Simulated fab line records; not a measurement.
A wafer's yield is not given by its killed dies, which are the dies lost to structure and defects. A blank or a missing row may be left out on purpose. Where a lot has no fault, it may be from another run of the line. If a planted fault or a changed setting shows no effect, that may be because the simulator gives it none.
fab line records	flow n5Finfet
[record] lots = 10	wafers = 30	lastDay = 18
route steps=1938 shown BEOL_M2@916 BEOL_M3@933 BEOL_M4@1111 PASSIVATION@1936
lots that met no fault: from a run of the same line without faults
startH: hours from the record's first day to the start of the lot's first wafer shown	waitH: hours since the lot's step before	" identical to the entry in the row above	L1.1+2: one row covering several wafers at once	- no value, or no start was given	* or withheld: withheld	< > ~ a bound
route shown NAME@n: names a module that has steps shown in the file, with the first one's number in the route	usual: mean/standard deviation taken from wafers without a fault	same: alike in all rows	chamber/n: place in a boat	sites: per-site readings	_std_site: how widely they spread, as a standard deviation	_edge_site: the outer-site mean with the inner-site mean subtracted	radiusMm: for every site, how far away it sits from the centre of the wafer	mask NAME#n: copy n	behind: the last tool/chamber to shape the wafer	hold: the reason the lot was held/the length of the hold in hours/how it ended	device: the transistor (n, p or np) that didn't switch	end of line: tests of these same wafers at the route's end	a step given without rows: its recipe and nothing more	killed: at the first sort, the dies lost to defects and structure; wafer yield is something else	map: a wafer's dies, marking killed ones x, the rest . and places with no die _
set.NAME: the setting as run; set.NAME@STEP: as run at that earlier step	model.NAME: the simulator's own value behind a step, which no gauge read
one table for each step of the route and one row for each wafer, over a sample of lots
services: the hour from which a tool's chamber was out of use, counted from the record's first day as startH (under 0 if before that day), plus the number of hours and why
[[steps]]
[step N5_BEOL_M2_SPUTTER_92]
[recipe] material = Cu	targetThkA = 45	tempC = -20	chamberPressurePa = 0.07	powerW = withheld	timeS = 8.29
[usual] throttleValvePct = 30.8/0.81
lot.wafer	tool	chamber	startH	waitH	throttleValvePct
L329.2	pvdSputter-03	-	149.92	0.1	29.5
L329.3	"	-	"	"	30.0
L329.4	"	-	"	"	31.1
L328.1	pvdSputter-02	-	151.72	0.1	30.1
L328.3	"	-	"	"	31.3
L328.4	"	-	"	"	32.1
L332.1	pvdSputter-03	-	169.60	0.1	30.5
L332.3	"	-	"	"	31.3
L332.5	"	-	"	"	29.5
L333.2	pvdSputter-02	-	175.44	0.1	31.9
L333.3	"	-	"	"	31.3
L333.6	"	-	"	"	30.2
L334.3	pvdSputter-01	-	184.57	0.1	30.6
L334.4	"	-	"	"	31.3
L334.5	"	-	"	"	31.5
L337.3	pvdSputter-01	-	211.09	0.1	31.2
L337.4	"	-	"	"	30.6
L337.6	"	-	"	"	32.0
L340.1	pvdSputter-03	-	221.67	0.1	31.0
L340.2	"	-	"	"	29.0
L340.4	"	-	"	"	30.1
L341.1	pvdSputter-03	-	227.56	0.1	29.4
L341.5	"	-	"	"	31.2
L341.6	"	-	"	"	30.5
L348.1	pvdSputter-01	-	286.45	0.1	30.5
L348.5	"	-	"	"	30.8
L348.6	"	-	"	"	30.7
L349.1	pvdSputter-03	-	289.73	0.1	30.2
L349.3	"	-	"	"	29.3
L349.5	"	-	"	"	31.3
[step N5_BEOL_M2_ANNEAL_93]
[recipe] tempC = 400	timeS = 240	ambient = vacuum
[usual] heaterPowerW = 830/85
lot.wafer	tool	chamber	startH	waitH	heaterPowerW
L329.2	pvdSputter-03	-	150.00	0.0	758
L329.3	"	-	"	"	694
L329.4	"	-	"	"	917
L328.1	pvdSputter-02	-	151.80	0.0	808
L328.3	"	-	"	"	848
L328.4	"	-	"	"	892
L332.1	pvdSputter-03	-	169.68	0.0	654
L332.3	"	-	"	"	902
L332.5	"	-	"	"	741
L333.2	pvdSputter-02	-	175.52	0.0	925
L333.3	"	-	"	"	845
L333.6	"	-	"	"	823
L334.3	pvdSputter-01	-	184.65	0.0	699
L334.4	"	-	"	"	812
L334.5	"	-	"	"	814
L337.3	pvdSputter-01	-	211.17	0.0	797
L337.4	"	-	"	"	847
L337.6	"	-	"	"	834
L340.1	pvdSputter-03	-	221.75	0.0	924
L340.2	"	-	"	"	747
L340.4	"	-	"	"	655
L341.1	pvdSputter-03	-	227.64	0.0	749
L341.5	"	-	"	"	887
L341.6	"	-	"	"	1002
L348.1	pvdSputter-01	-	286.53	0.0	842
L348.5	"	-	"	"	690
L348.6	"	-	"	"	862
L349.1	pvdSputter-03	-	289.81	0.0	692
L349.3	"	-	"	"	735
L349.5	"	-	"	"	906
[step N5_BEOL_M2_SPUTTER_94]
[recipe] material = Cu	targetThkA = 45	tempC = -20	chamberPressurePa = 0.07	powerW = withheld	timeS = 8.29
[usual] throttleValvePct = 30.8/0.82
lot.wafer	tool	chamber	startH	waitH	throttleValvePct
L329.2	pvdSputter-03	-	150.14	0.1	29.7
L329.3	"	-	"	"	30.1
L329.4	"	-	"	"	31.3
L328.1	pvdSputter-02	-	151.94	0.1	30.2
L328.3	"	-	"	"	31.3
L328.4	"	-	"	"	32.2
L332.1	pvdSputter-03	-	169.82	0.1	30.1
L332.3	"	-	"	"	31.0
L332.5	"	-	"	"	29.2
L333.2	pvdSputter-02	-	175.66	0.1	32.4
L333.3	"	-	"	"	31.0
L333.6	"	-	"	"	30.2
L334.3	pvdSputter-01	-	184.79	0.1	30.7
L334.4	"	-	"	"	31.3
L334.5	"	-	"	"	31.4
L337.3	pvdSputter-01	-	214.96	3.7	31.2
L337.4	"	-	"	"	30.5
L337.6	"	-	"	"	31.9
L340.1	pvdSputter-03	-	221.89	0.1	31.2
L340.2	"	-	"	"	29.3
L340.4	"	-	"	"	30.3
L341.1	pvdSputter-03	-	227.78	0.1	29.4
L341.5	"	-	"	"	31.0
L341.6	"	-	"	"	30.6
L348.1	pvdSputter-01	-	286.67	0.1	30.5
L348.5	"	-	"	"	30.7
L348.6	"	-	"	"	30.5
L349.1	pvdSputter-03	-	289.95	0.1	30.2
L349.3	"	-	"	"	29.3
L349.5	"	-	"	"	31.0
[step N5_BEOL_M3_PECVD_72]
[recipe] material = SiO2	targetThkA = 160	tempC = 400	precursor = TEOS/O2	pressureTorr = 5.5	rfW = 450	teosFlowSccm = 53.8	gas = O2	flowSccm = 3000	timeS = 18
[usual] chamberPressureTorr = 5.502/0.011	heaterPowerOuterW = 428/59	heaterPowerW = 723/95	showerheadPlenumPTorr = 8.79/0.052	showerheadVppV = 1285/43	throttleValvePct = 22.5/0.71
lot.wafer	tool	chamber	startH	waitH	chamberPressureTorr	heaterPowerOuterW	heaterPowerW	showerheadPlenumPTorr	showerheadVppV	throttleValvePct
L329.2	pecvd-01	1	151.59	0.0	5.488	407	708	8.80	1291	23.5
L329.3	"	0	"	"	5.507	487	800	8.75	1332	22.0
L329.4	"	1	"	"	5.503	410	723	8.81	1272	23.1
L328.1	pecvd-01	2	153.83	0.0	5.503	356	594	8.76	1207	23.5
L328.3	"	1	"	"	5.492	491	823	8.80	1280	23.4
L328.4	"	2	"	"	5.484	360	597	8.76	1203	23.5
L332.1	pecvd-01	2	171.27	0.0	5.519	393	645	8.78	1194	23.7
L332.3	"	1	"	"	5.504	542	841	8.81	1266	23.0
L332.5	"	1	"	"	5.497	531	890	8.81	1265	23.2
L333.2	pecvd-04	2	178.58	0.0	5.493	476	828	8.69	1300	22.6
L333.3	"	0	"	"	5.510	408	688	8.78	1250	23.4
L333.6	"	1	"	"	5.498	497	798	8.80	1324	22.7
L334.3	pecvd-02	0	186.24	0.0	5.506	441	780	8.85	1291	22.8
L334.4	"	2	"	"	5.507	443	703	8.79	1285	21.9
L334.5	"	0	"	"	5.505	453	772	8.86	1268	22.8
L337.3	pecvd-02	2	216.50	0.0	5.506	425	646	8.76	1277	22.1
L337.4	"	0	"	"	5.500	482	811	8.86	1289	22.8
L337.6	"	2	"	"	5.516	424	643	8.78	1298	22.0
L340.1	pecvd-02	2	223.36	0.0	-	-	-	-	-	-
L340.2	"	0	"	"	-	-	-	-	-	-
L340.4	"	2	"	"	-	-	-	-	-	-
L341.1	pecvd-02	0	229.25	0.0	-	-	-	-	-	-
L341.5	"	0	"	"	-	-	-	-	-	-
L341.6	"	2	"	"	-	-	-	-	-	-
L348.1	pecvd-02	1	288.11	0.0	5.488	350	626	8.87	1333	21.4
L348.5	"	0	"	"	5.522	478	827	8.85	1273	23.3
L348.6	"	1	"	"	5.509	359	622	8.86	1322	21.5
L349.1	pecvd-02	1	291.38	0.0	5.501	365	625	8.86	1314	21.5
L349.3	"	2	"	"	5.496	399	671	8.76	1297	22.4
L349.5	"	0	"	"	5.492	448	798	8.87	1290	23.2
[step N5_BEOL_M4_RC_MEAS_101]
[usual] DIBL_N = 36.4/1.2	DIBL_P = 36.1/1.6	IOFF_N = 0.156/0.024	IOFF_P = 0.21/0.031	ION_N = 674/11	ION_P = 463/6.9	SS_N = 71.5/0.5	SS_P = 73.2/0.55	VT_N = 250.0/2.9	VT_P = -250/3.6
lot.wafer	tool	chamber	startH	waitH	DIBL_N[mV/V]	DIBL_P[mV/V]	IOFF_N[nA/um]	IOFF_P[nA/um]	ION_N[uA/um]	ION_P[uA/um]	SS_N[mV/dec]	SS_P[mV/dec]	VT_N[mV]	VT_P[mV]
L328.1	prober-01	0	173.74	0.0	37.3	38.3	0.181	0.23	680	469	72.1	73.3	247.3	-250
L328.3	"	0	"	"	38.7	39.4	0.208	0.24	684	464	72.1	73.8	244.2	-249
L328.4	"	0	"	"	36.8	37.6	0.167	0.21	674	459	72.4	73.3	247.0	-251
L329.2	prober-02	0	174.43	0.2	35.5	36.6	0.160	0.20	675	456	71.5	73.7	248.2	-252
L329.3	"	0	"	"	35.4	36.2	0.146	0.18	661	450	71.3	73.5	250.2	-257
L329.4	"	0	"	"	37.9	39.3	0.207	0.24	679	463	71.7	75.0	244.5	-249
L332.1	prober-01	0	191.95	0.0	36.8	35.8	0.182	0.28	676	470	71.2	73.6	250.4	-245
L332.3	"	0	"	"	38.0	36.4	0.195	0.28	683	467	72.1	74.5	247.6	-242
L332.5	"	0	"	"	37.1	36.3	0.185	0.29	681	471	71.8	73.5	247.4	-243
L333.2	prober-02	0	195.98	0.2	34.6	33.9	0.136	0.20	661	466	70.7	73.5	250.5	-249
L333.3	"	0	"	"	35.2	35.1	0.148	0.22	678	468	71.2	73.2	251.3	-247
L333.6	"	0	"	"	36.4	36.3	0.181	0.25	688	482	71.6	73.9	246.8	-246
L334.3	prober-02	0	203.22	0.3	38.4	38.1	0.182	0.22	684	467	71.4	73.2	248.8	-250
L334.4	"	0	"	"	37.3	38.3	0.173	0.21	677	461	72.0	72.5	247.9	-248
L334.5	"	0	"	"	37.4	37.4	0.163	0.19	683	466	71.9	73.1	249.7	-249
L337.3	prober-02	0	232.71	0.3	38.7	38.0	0.181	0.25	671	464	72.1	73.0	245.3	-246
L337.4	"	0	"	"	38.5	38.2	0.185	0.25	683	468	72.3	73.4	245.3	-249
L337.6	"	0	"	"	40.6	41.5	0.236	0.31	696	477	72.6	73.8	245.4	-242
L340.1	prober-02	0	243.90	0.0	36.6	35.0	0.154	0.19	681	463	71.8	73.3	252.5	-252
L340.2	"	0	"	"	35.8	34.9	0.151	0.18	684	460	71.6	73.0	249.4	-254
L340.4	"	0	"	"	34.6	33.3	0.127	0.17	665	452	71.5	73.3	253.1	-257
L341.1	prober-02	0	252.63	0.0	37.7	36.7	0.170	0.20	672	455	71.7	74.1	250.4	-252
L341.5	"	0	"	"	35.5	34.2	0.130	0.16	667	460	70.6	73.1	253.5	-256
L341.6	"	0	"	"	35.6	34.6	0.140	0.17	671	460	71.4	73.3	252.1	-254
L348.1	prober-02	0	314.63	0.0	37.1	37.7	0.179	0.23	668	464	71.8	74.1	247.6	-249
L348.5	"	0	"	"	36.2	36.1	0.154	0.20	657	455	71.2	73.4	252.0	-253
L348.6	"	0	"	"	36.1	36.2	0.154	0.20	670	460	71.6	73.5	250.1	-253
L349.1	prober-01	0	314.74	0.0	35.8	35.8	0.156	0.19	678	464	71.4	73.8	248.1	-253
L349.3	"	0	"	"	35.0	34.4	0.141	0.17	674	452	72.0	73.3	251.6	-255
L349.5	"	0	"	"	35.1	34.8	0.140	0.17	681	464	71.5	72.8	248.5	-254
[step N5_PASSIVATION_PROBE_49]
[usual] defectLimitedYield = 91.4/1.5	killed_at_M0_to_M3 = 31/11	killed_at_M4_up = 13/5.5	killedAtContacts = 13/6.3	killedAtFrontEnd = 40/13	killedAtOther = 3.3/2.6	killedDies = 101/18	killedOnRim = 13/4	killedOpen = 67/13	killedShort = 33/7.9	sort_bin_5_function = 5.1/1	sort_bin_6_memory = 3.2/0.68	sortNPass = 1079/18	sortYieldPct = 91.4/1.5
[same] grossDies = 1180	killedAtBackSide = 0	sort_bin_4_leakage[%] = 0	sort_bin_8_speed[%] = 0
lot.wafer	tool	chamber	startH	waitH	defectLimitedYield[%]	killed_at_M0_to_M3	killed_at_M4_up	killedAtContacts	killedAtFrontEnd	killedAtOther	killedDies	killedOnRim	killedOpen	killedShort	sort_bin_5_function[%]	sort_bin_6_memory[%]	sortNPass	sortYieldPct[%]
L329.2	prober-02	-	270.64	0.1	87.0	40	22	18	69	4	153	17	109	44	8.2	4.5	1027	87.0
L329.3	prober-02	-	270.69	0.1	91.0	25	12	14	54	1	106	14	73	32	5.8	3.0	1074	91.0
L329.4	prober-02	-	270.74	0.2	90.8	14	16	28	49	2	109	15	74	34	5.3	3.4	1071	90.8
L340.1	prober-02	-	351.41	0.0	64.8	345	8	19	42	1	415	29	75	42	30.8	4.2	765	64.8
L340.2	prober-02	-	351.46	0.1	63.9	365	15	3	41	2	426	31	58	34	33.0	2.8	754	63.9
L340.4	prober-02	-	351.56	0.2	63.5	361	17	21	28	4	431	24	71	39	33.2	3.1	749	63.5
L341.1	prober-01	-	354.22	0.0	63.0	370	12	12	40	3	437	27	76	46	32.9	3.6	743	63.0
L341.5	prober-01	-	354.42	0.2	64.5	337	13	16	46	7	419	15	69	35	31.8	3.2	761	64.5
L341.6	prober-01	-	354.47	0.3	63.7	353	23	11	34	7	428	36	74	34	32.7	3.2	752	63.7
// killed by level:class
L329.2 FIN_SAQP:geometricParticle:open=32 BEOL_M2:geometricParticle:open=17 MOL_CONTACT_COAG:geometricParticle:open=16 FIN_SAQP:geometricParticle:short=10 BEOL_M2:geometricParticle:short=10 BEOL_M4:geometricParticle:open=10 DUMMY_GATE:geometricParticle:open=8 BEOL_M5:geometricParticle:open=6
L329.3 FIN_SAQP:geometricParticle:open=16 MOL_CONTACT_COAG:geometricParticle:open=13 FIN_SAQP:geometricParticle:short=9 SPACER0:geometricParticle:open=6 BEOL_M2:geometricParticle:open=5 STI_FIN_REVEAL:geometricParticle:open=5 BEOL_M0_SAQP:geometricParticle:short=5 BEOL_M4:geometricParticle:open=4
L329.4 FIN_SAQP:geometricParticle:open=21 MOL_CONTACT_COAG:geometricParticle:open=21 FIN_SAQP:geometricParticle:short=13 MOL_CONTACT_COAG:geometricParticle:short=7 BEOL_M2:geometricParticle:open=6 BEOL_M5:geometricParticle:open=6 DUMMY_GATE:geometricParticle:open=4 BEOL_M4:geometricParticle:open=4
L340.1 BEOL_M3:areaPecvd=297 MOL_CONTACT_COAG:geometricParticle:open=13 BEOL_M0:geometricParticle:open=13 DUMMY_GATE:geometricParticle:open=9 FIN_SAQP:geometricParticle:open=8 BEOL_M0_SAQP:geometricParticle:short=8 BEOL_M0_SAQP:geometricParticle:open=7 MOL_CONTACT_COAG:geometricParticle:short=6
L340.2 BEOL_M3:areaPecvd=333 FIN_SAQP:geometricParticle:open=8 FIN_SAQP:geometricParticle:short=6 BEOL_M3:geometricParticle:open=6 BEOL_M6:geometricParticle:open=6 BEOL_M0_SAQP:geometricParticle:short=5 BEOL_M1:geometricParticle:short=5 BEOL_M8:geometricParticle:open=4
L340.4 BEOL_M3:areaPecvd=320 MOL_CONTACT_COAG:geometricParticle:open=15 BEOL_M0_SAQP:geometricParticle:open=11 BEOL_M0_SAQP:geometricParticle:short=11 FIN_SAQP:geometricParticle:open=7 GATE_CUT:geometricParticle:short=6 MOL_CONTACT_COAG:geometricParticle:short=6 BEOL_M3:geometricParticle:open=5
L341.1 BEOL_M3:areaPecvd=315 BEOL_M0_SAQP:geometricParticle:short=18 BEOL_M0_SAQP:geometricParticle:open=16 DUMMY_GATE:geometricParticle:open=9 FIN_SAQP:geometricParticle:short=8 MOL_CONTACT_COAG:geometricParticle:open=8 BEOL_M2:geometricParticle:open=8 BEOL_M3:geometricParticle:open=6
L341.5 BEOL_M3:areaPecvd=315 STI_FIN_REVEAL:geometricParticle:open=14 MOL_CONTACT_COAG:geometricParticle:open=12 FIN_SAQP:geometricParticle:short=11 BEOL_M3:geometricParticle:open=7 DUMMY_GATE:geometricParticle:open=5 BEOL_M4:geometricParticle:open=5 MOL_CONTACT_COAG:geometricParticle:short=4
L341.6 BEOL_M3:areaPecvd=317 FIN_SAQP:geometricParticle:short=12 MOL_CONTACT_COAG:geometricParticle:open=10 BEOL_M2:geometricParticle:open=9 BEOL_M0_SAQP:geometricParticle:open=6 BEOL_M0:geometricParticle:open=6 BEOL_M3:geometricParticle:short=5 BEOL_M4:geometricParticle:open=5
[[services]]
tool	chamber	startH	hours	kind
pecvd-02	2	152.88	5.5	scheduledDown
pecvd-04	-	154.32	2.8	pm
pecvd-02	0	158.34	4.6	scheduledDown
pecvd-02	1	173.68	2.1	scheduledDown
pecvd-04	0	190.36	5.5	scheduledDown
pecvd-01	2	220.00	-	clean
pecvd-04	2	234.50	16.5	scheduledDown
pecvd-01	0	249.50	5.5	scheduledDown
pecvd-02	2	286.00	2.1	scheduledDown
[[key]]
[firstSign] step = N5_BEOL_M3_PECVD_72	reading = toolRecord	direction = missing
[effect] step = N5_PASSIVATION_PROBE_49	reading = killed_at_M0_to_M3	direction = up	sigmas = 30	usual = 31	struck = 355
[moreKillsBornAt] N5_BEOL_M3_PECVD_72@pecvd-02 = 1896
metAt N5_BEOL_M3_PECVD_72
struckLots L340,L341
notActingAt N5_BEOL_M2_SPUTTER_92,N5_BEOL_M2_ANNEAL_93,N5_BEOL_M2_SPUTTER_94
onsetBetween 216.50 223.36
[fault] kind = skippedStepWhole	tool = pecvd-02	chamber = -	onsetH = 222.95	steps = N5_BEOL_M3_PECVD_72	scope = struckLotsOnly
